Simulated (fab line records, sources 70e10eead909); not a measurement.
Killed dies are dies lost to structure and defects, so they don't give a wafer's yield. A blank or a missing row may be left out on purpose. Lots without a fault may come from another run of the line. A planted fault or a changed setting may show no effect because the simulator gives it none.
fab line records | flow nand_harc
record lots=5 wafers=14 last_day=24
route steps=1159 shown A_BONDPAD@1072 END@1159
lots that met no fault: from a run of the same line without faults
start_h: hours from the record's first day to the start of the lot's first wafer shown | wait_h: hours since the lot's step before | " the same as in the row above | L1.1+2: a row that stands for several wafers | - no value, or no start given | * or withheld: withheld | < > ~ a bound
route shown NAME@n: a module of which the file shows steps, and the number in the route of the first | usual: mean/standard deviation of fault-free wafers | same: alike in all rows | chamber/n: place in a boat | sites: the reading at each site | _std_site: their standard deviation | _edge_site: outer sites' mean less inner sites' | radius_mm: how far each site lies from the wafer's centre | mask NAME#n: copy n | behind: the tool/chamber that last shaped the wafer | hold: why the lot was held/for how many hours/how that ended | device: the transistor (n, p or np) that didn't switch | end of line: the same wafers' tests at the end of the route | a step without rows: its recipe alone | killed: dies lost to structure and defects at the first sort, not the wafer's yield | map: a wafer's dies, x killed, . not, _ none there
set.NAME: the setting as run; set.NAME@STEP: as run at that earlier step | model.NAME: the simulator's own value behind a step, which no gauge read
lots at some steps of the route; a table a step, a row a wafer
services: from which hour (start_h, from the record's first day; less than 0 if before it) a tool's chamber was out of use, for how many hours, and why
## steps
# step NHARC_A_BONDPAD_CD_MEAS_09
# recipe target_cd_nm=500 landing_energy_ev=500
# usual cd_nm=501.1/2.1
# columns lot.wafer tool chamber start_h wait_h cd_nm
L726.2 cd_sem-02 0 417.76 - 502.9
L726.3 " 0 " " 501.3
L726.4 " 0 " " 498.8
L724.1 cd_sem-03 0 418.55 - 498.4
L724.3 " 0 " " 501.8
L724.4 " 0 " " 503.1
L736.2 cd_sem-01 0 487.33 - 507.2
L736.3 " 0 " " 506.3
L741.1 cd_sem-01 0 510.68 - 500.6
L741.3 " 0 " " 504.0
L741.4 " 0 " " 500.7
L744.3 cd_sem-01 0 533.13 - 503.9
L744.4 " 0 " " 502.2
L744.5 " 0 " " 497.7
# step NHARC_A_BONDPAD_OVL_MEAS_35
# usual overlay_x_nm=0/6.7 overlay_y_nm=-1/5.5
# columns lot.wafer tool chamber start_h wait_h overlay_x_nm overlay_y_nm
L726.2 overlay-01 - 417.85 - 3 -7
L726.3 " - " " 3 -6
L726.4 " - " " 2 -7
L724.1 overlay-01 - 418.64 - -1 -7
L724.3 " - " " -1 -7
L724.4 " - " " -1 -7
L736.2 overlay-02 - 487.43 - -3 -7
L736.3 " - " " -3 -7
L741.1 overlay-01 - 510.77 - 6 -13
L741.3 " - " " 6 -13
L741.4 " - " " 5 -13
L744.3 overlay-01 - 533.21 - 8 2
L744.4 " - " " 8 2
L744.5 " - " " 8 1
# step NHARC_A_BONDPAD_HARDBAKE_10
# recipe temp_c=118 time_s=65
# step NHARC_A_BONDPAD_DESCUM_11
# recipe time_s=3 o2_flow_sccm=200 ar_flow_sccm=0 bias_power_w=0 chemistry=O2
# usual drypump_motor_current_A=5.9/0.59 oes_product_au=1.002/0.011 rf_vpp_V=57.7/0.86 showerhead_plenum_p_Torr=1.92/0.084 throttle_valve_pct=11.312/0.0096
# columns lot.wafer tool chamber start_h wait_h drypump_motor_current_A oes_product_au rf_hours_counter_h rf_vpp_V showerhead_plenum_p_Torr throttle_valve_pct
L726.4 rie_diel-09 0 417.98 - 6.4 0.991 6 57.8 1.98 11.316
L726.3 " 1 " " 5.7 0.995 6 56.8 1.91 11.306
L726.2 " 2 " " 4.9 0.982 6 58.4 2.02 11.317
L724.3 rie_diel-09 0 418.76 - 6.4 0.990 6 57.5 1.98 11.301
L724.4 " 2 " " 4.9 0.979 6 58.1 2.02 11.323
L724.1 " 3 " " 6.5 1.011 7 58.1 1.78 11.324
L736.3 rie_diel-10 0 487.55 - 5.4 1.017 52 57.7 1.95 11.312
L736.2 " 3 " " 5.2 0.992 48 56.9 1.81 11.314
L741.1 rie_diel-09 1 510.90 - 5.7 1.009 3 58.3 1.91 11.310
L741.4 " 3 " " 6.6 1.013 2 57.0 1.78 11.299
L741.3 " 0 " " 6.4 0.999 3 57.8 1.98 11.294
L744.3 rie_diel-09 0 533.34 - 6.4 0.990 3 57.9 1.98 11.322
L744.4 " 1 " " 5.7 1.019 4 59.0 1.91 11.303
L744.5 " 1 " " 5.7 1.013 - 57.6 1.91 11.316
# step NHARC_A_BONDPAD_ETCH_34
# recipe target_depth_a=600 overetch_a=180 time_s=65.91 ion_energy_ev=200 n2_flow_sccm=150 h2_flow_sccm=150 ar_flow_sccm=0 rf_w=400 bias_w=150 chemistry=N2/H2
# usual drypump_motor_current_A=5.9/0.6 oes_product_au=1.001/0.012 rf_vpp_V=430.7/2.6 showerhead_plenum_p_Torr=2.05/0.092 throttle_valve_pct=14.171/0.0088
# columns lot.wafer tool chamber start_h wait_h drypump_motor_current_A oes_product_au rf_hours_counter_h rf_vpp_V showerhead_plenum_p_Torr throttle_valve_pct
L726.4 rie_diel-09 1 418.06 0.1 5.7 1.005 6 429.2 2.03 14.176
L726.2 " 2 " " 4.9 0.981 6 433.7 2.16 14.175
L726.3 " 0 " " 6.4 0.999 6 432.4 2.11 14.168
L724.3 rie_diel-09 2 418.85 0.1 4.9 0.980 6 433.4 2.15 14.164
L724.4 " 0 " " 6.4 0.979 6 433.6 2.11 14.175
L724.1 " 1 " " 5.7 0.998 6 430.7 2.03 14.172
L736.2 rie_diel-10 0 487.63 0.1 5.4 1.017 52 430.5 2.08 14.184
L736.3 " 1 " " 6.7 1.002 24 429.3 1.96 14.158
L741.3 rie_diel-09 1 510.98 0.1 5.7 1.019 3 430.4 2.03 14.183
L741.4 " 3 " " 6.6 1.003 2 425.8 1.90 14.166
L741.1 " 0 " " 6.4 0.989 3 432.6 2.11 14.180
L744.4 rie_diel-09 0 533.43 0.1 6.4 1.000 3 432.5 2.11 14.162
L744.3 " 1 " " 5.7 1.023 4 431.4 2.03 14.179
L744.5 " 3 " " 6.6 1.008 - 426.1 1.90 14.167
# step NHARC_A_BONDPAD_ETCH_12
# recipe target_depth_a=2200 time_s=110 chf3_flow_sccm=50 o2_flow_sccm=10 ar_flow_sccm=200 rf_w=500 bias_w=200 chemistry=CHF3/O2
# usual drypump_motor_current_A=5.9/0.59 oes_product_au=0.948/0.024 rf_vpp_V=370.7/2.3 showerhead_plenum_p_Torr=2.41/0.1 throttle_valve_pct=20.574/0.0091
# columns lot.wafer tool chamber start_h wait_h drypump_motor_current_A oes_product_au rf_hours_counter_h rf_vpp_V showerhead_plenum_p_Torr throttle_valve_pct
L726.4 rie_diel-09 3 - - 6.6 0.970 6 367.7 2.25 20.580
L726.2 " 1 " " 5.7 0.983 6 372.5 2.39 20.579
L726.3 " 2 " " 4.9 0.963 6 371.6 2.53 20.577
L724.3 rie_diel-09 3 - - 6.6 0.944 7 366.1 2.25 20.579
L724.1 " 0 " " 6.4 0.928 6 372.4 2.48 20.577
L724.4 " 1 " " 5.7 0.933 6 369.2 2.40 20.583
L736.3 rie_diel-10 2 - - 6.2 0.928 41 372.0 2.43 20.551
L736.2 " 3 " " 5.2 0.912 49 367.6 2.28 20.572
L741.4 rie_diel-09 2 - - 4.9 0.915 3 372.9 2.53 20.580
L741.3 " 0 " " 6.4 0.910 3 372.1 2.48 20.574
L741.1 " 1 " " 5.7 0.940 3 370.9 2.39 20.570
L744.3 rie_diel-09 2 - - 4.9 0.966 4 373.0 2.53 20.589
L744.4 " 0 " " 6.4 0.953 3 373.0 2.48 20.565
L744.5 " 2 " " 4.9 0.975 - 374.2 2.53 20.568
# step NHARC_A_BONDPAD_CD_MEAS_13
# usual cd_nm=500.5/2.2
# columns lot.wafer tool chamber start_h wait_h cd_nm
L726.2 cd_sem-03 - 418.29 - 503.3
L726.3 " - " " 501.5
L726.4 " - " " 499.7
L724.1 cd_sem-03 - 419.08 - 497.3
L724.3 " - " " 502.0
L724.4 " - " " 502.9
L736.2 cd_sem-01 - 487.87 - 504.6
L736.3 " - " " 505.0
L741.1 cd_sem-02 - 511.21 - 500.7
L741.3 " - " " 501.4
L741.4 " - " " 498.5
L744.3 cd_sem-03 - 533.66 - 503.6
L744.4 " - " " 501.8
L744.5 " - " " 497.5
# step NHARC_A_BONDPAD_STRIP_15
# recipe o2_flow_sccm=500 ar_flow_sccm=0 bias_w=0 chemistry=O2
# step NHARC_A_BONDPAD_ETCH_24
# recipe target_depth_a=300 over_etch_frac=0.3 time_s=72.99 ion_energy_ev=150 cf4_flow_sccm=50 n2_flow_sccm=100 ar_flow_sccm=150 rf_w=300 bias_w=100 chemistry=CF4/N2
# step NHARC_A_BONDPAD_STRIP_16
# recipe time_s=600 temp_c=30 chemistry=post_etch_residue_remover
# step NHARC_A_BONDPAD_DEGAS_25
# recipe temp_c=300 time_s=60
# usual heater_power_w=456/45
# columns lot.wafer tool chamber start_h wait_h heater_power_w
L726.3 pvd_sputter-02 - 418.91 - 488
L726.2 " - " " 455
L726.4 " - " " 531
L724.3 pvd_sputter-01 - 419.71 - 444
L724.4 " - " " 368
L724.1 " - " " 457
L736.3 pvd_sputter-01 - 488.49 - 464
L736.2 " - " " 387
L741.3 pvd_sputter-03 - 511.83 - 424
L741.4 " - " " 457
L741.1 " - " " 405
L744.4 pvd_sputter-03 - 534.37 - 469
L744.3 " - " " 431
L744.5 " - " " 456
# step NHARC_A_BONDPAD_PRE_CLEAN_26
# recipe time_s=30 temp_c=280 gas=H2/He
# step NHARC_A_BONDPAD_PVD_17
# recipe target_thk_a=50 bias_v=168.6 power_w=15000 chamber_pressure_pa=0.12 time_s=8.06 substrate_temp_c=50 material=TaN
# usual bias_v=168.6/1.6 throttle_valve_pct=30.1/0.81 time_s=8.06/0
# columns lot.wafer tool chamber start_h wait_h bias_v throttle_valve_pct time_s
L726.2 pvd_sputter-02 - 419.02 - 170.9 30.3 8.06
L726.4 " - " " 167.6 29.9 8.06
L726.3 " - " " 168.7 30.8 8.06
L724.1 pvd_sputter-01 - 419.83 - 170.0 30.6 8.06
L724.3 " - " " 168.9 30.1 8.06
L724.4 " - " " 166.6 31.0 8.06
L736.2 pvd_sputter-01 - 488.63 - 167.5 30.4 6.1457
L736.3 " - " " 168.7 29.9 6.1457
L741.4 pvd_sputter-03 - 512.02 - 166.6 30.8 8.06
L741.3 " - " " 171.7 29.8 8.06
L741.1 " - " " 170.3 29.6 8.06
L744.3 pvd_sputter-03 - 534.60 - 171.1 28.6 8.06
L744.4 " - " " 166.4 29.5 8.06
L744.5 " - " " 167.0 29.5 8.06
# step NHARC_A_BONDPAD_PVD_27
# recipe target_thk_a=300 chamber_pressure_pa=5 power_w=5000 substrate_temp_c=30 time_s=20.49 material=Cu
# usual throttle_valve_pct=30.0/0.86 time_s=20.49/0
# columns lot.wafer tool chamber start_h wait_h throttle_valve_pct time_s
L726.3 pvd_sputter-02 - - - 30.4 20.49
L726.2 " - " " 29.6 20.49
L726.4 " - " " 31.2 20.49
L724.3 pvd_sputter-01 - - - 30.8 20.49
L724.4 " - " " 29.1 20.49
L724.1 " - " " 30.5 20.49
L736.3 pvd_sputter-01 - - - 30.6 20.49
L736.2 " - " " 29.9 20.49
L741.4 pvd_sputter-03 - - - 28.4 20.49
L741.1 " - " " 29.6 20.49
L741.3 " - " " 31.1 20.49
L744.4 pvd_sputter-03 - - - 28.4 20.49
L744.3 " - " " 29.6 20.49
L744.5 " - " " 28.6 20.49
# step NHARC_END_SORT_01
# recipe temp_c=25
# usual defect_limited_yield=95.1/1.8 killed_at_array=29/11 killed_at_other=0.5/0.8 killed_at_periphery=3.5/2.8 killed_dies=33/12 killed_open=3.1/1.8 killed_short=1.8/1.4 sort_bin_2_pct=1.5/0.65 sort_bin_3_pct=0.24/0.21 sort_bin_4_pct=3.1/1.2 sort_n_pass=644/12 sort_rim_yield_pct=97.5/1.9 sort_yield_pct=95.1/1.8
# same gross_dies=677 sort_bin_5_pct[%]=0 sort_bin_6_pct[%]=0 sort_bin_7_pct[%]=0 sort_bin_8_pct[%]=0 sort_rim_n_gross=106.00
# columns lot.wafer tool chamber start_h wait_h defect_limited_yield[%] killed_at_array killed_at_other killed_at_periphery killed_dies killed_open killed_short sort_bin_2_pct[%] sort_bin_3_pct[%] sort_bin_4_pct[%] sort_n_pass sort_rim_yield_pct[%] sort_yield_pct[%]
L724.1 prober-02 0 468.81 2.5 94.5 29 0 8 37 5 3 1.2 0.30 4.0 640 94.3 94.5
L724.3 prober-02 0 470.40 3.1 94.4 32 3 3 38 7 2 1.8 0.30 3.5 639 96.2 94.4
L724.4 prober-02 0 471.19 3.4 95.4 26 0 5 31 4 2 1.2 0 3.4 646 97.2 95.4
L736.2 prober-02 0 521.39 2.8 94.5 35 0 2 37 2 0 2.2 0 3.2 640 99.1 94.5
L736.3 prober-02 0 522.20 3.1 94.7 35 1 0 36 1 3 1.8 0.44 3.1 641 97.2 94.7
L741.1 prober-01 0 542.67 2.5 95.4 27 1 3 31 6 1 1.9 0 2.7 646 97.2 95.4
L741.3 prober-01 0 544.28 3.1 95.9 27 0 1 28 5 0 1.5 0.15 2.5 649 98.1 95.9
L741.4 prober-01 0 545.09 3.4 96.6 18 1 4 23 3 3 0.9 0.30 2.2 654 97.2 96.6
# killed by level:class
L724.1 A_CHANNEL_HOLE_D1:chamber_film_flake=11 A_SLIT:chamber_film_flake=6 A_CONTACT:chamber_film_flake=4 P_STI:chamber_film_flake=3 P_M1:chamber_film_flake=3 A_STAIRCASE:chamber_film_flake=2 P_STI:geometric_particle:open=1 P_CONTACT:geometric_particle:open=1
L724.3 A_CHANNEL_HOLE_D1:chamber_film_flake=10 A_SLIT:chamber_film_flake=9 A_WL_FILL:chamber_film_flake=4 THIN_TSV:chamber_film_flake=3 A_CONTACT:geometric_particle:open=2 A_M0:geometric_particle:open=2 P_CONTACT:geometric_particle:open=1 A_CHANNEL_FILL_D1:geometric_particle:short=1
L724.4 A_CHANNEL_HOLE_D1:chamber_film_flake=9 A_SLIT:chamber_film_flake=8 A_WL_FILL:chamber_film_flake=3 P_STI:chamber_film_flake=2 P_GATE:geometric_particle:short=1 A_SOURCE_PLATE:geometric_particle:short=1 A_WL_FILL:geometric_particle:open=1 A_CONTACT:geometric_particle:open=1
L736.2 A_SLIT:chamber_film_flake=16 A_CHANNEL_HOLE_D1:chamber_film_flake=13 A_ZERO_WELL:chamber_film_flake=2 A_CONTACT:geometric_particle:open=1 A_M0:geometric_particle:open=1 P_GATE:chamber_film_flake=1 P_CONTACT:chamber_film_flake=1 A_STAIRCASE:chamber_film_flake=1
L736.3 A_CHANNEL_HOLE_D1:chamber_film_flake=17 A_SLIT:chamber_film_flake=10 A_STAIRCASE:chamber_film_flake=4 A_CONTACT:geometric_particle:open=1 A_CONTACT:geometric_particle:short=1 A_M1:geometric_particle:short=1 STARTING-WAFER:geometric_particle:short=1 A_WL_FILL:chamber_film_flake=1
L741.1 A_CHANNEL_HOLE_D1:chamber_film_flake=9 A_STAIRCASE:chamber_film_flake=6 A_CONTACT:chamber_film_flake=5 A_ONON_D1:geometric_particle:open=3 P_GATE:chamber_film_flake=3 A_WL_FILL:geometric_particle:open=1 A_CONTACT:geometric_particle:open=1 A_CONTACT:geometric_particle:short=1
L741.3 A_STAIRCASE:chamber_film_flake=10 A_CHANNEL_HOLE_D1:chamber_film_flake=7 A_ONON_D1:geometric_particle:open=3 A_CONTACT:chamber_film_flake=3 A_SGD_CUT:geometric_particle:open=1 A_CONTACT:geometric_particle:open=1 P_GATE:chamber_film_flake=1 A_ZERO_WELL:chamber_film_flake=1
L741.4 A_CHANNEL_HOLE_D1:chamber_film_flake=7 A_STAIRCASE:chamber_film_flake=5 A_CONTACT:chamber_film_flake=3 P_GATE:geometric_particle:open=1 P_M0:geometric_particle:open=1 P_M1:geometric_particle:short=1 A_SGD_CUT:geometric_particle:short=1 A_WL_FILL:geometric_particle:short=1
## services
# columns tool chamber start_h hours kind
rie_diel-10 3 398.31 5.8 repair
rie_diel-10 1 399.69 8.5 repair
rie_diel-09 0 410.13 - clean
rie_diel-09 1 410.13 - clean
rie_diel-09 2 410.13 - clean
rie_diel-09 3 410.13 - clean
rie_diel-10 1 423.64 45.3 repair
pvd_sputter-01 - 428.03 5.5 repair
rie_diel-09 - 431.13 9.0 pm
rie_diel-09 0 431.13 9.0 vent_cycle
rie_diel-09 1 431.13 9.0 vent_cycle
rie_diel-09 2 431.13 9.0 vent_cycle
rie_diel-09 3 431.13 9.0 vent_cycle
rie_diel-10 0 436.05 3.7 repair
rie_diel-09 0 440.13 - clean
rie_diel-09 1 440.13 - clean
rie_diel-09 2 440.13 - clean
rie_diel-09 3 440.13 - clean
pvd_sputter-03 - 458.09 10.0 pm
rie_diel-09 0 464.63 - clean
rie_diel-09 1 464.63 - clean
pvd_sputter-01 - 514.00 10.0 pm
rie_diel-09 3 520.34 3.1 repair
rie_diel-10 - 530.58 9.0 pm
## key
first_sign step=NHARC_A_BONDPAD_PVD_17 reading=time_s direction=down sigmas=99+ usual=* struck=*
effect none on later readings
met_at NHARC_A_BONDPAD_PVD_17
struck_wafers L736.2,L736.3
onset_between 419.83 488.63
fault kind=process_parameter_drift tool=pvd_sputter-01 chamber=- onset_h=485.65 steps=NHARC_A_BONDPAD_PVD_17 channel=time_s offset=* shape=step end_h=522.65 scope=struck_wafers_only acts_in=* stated=*
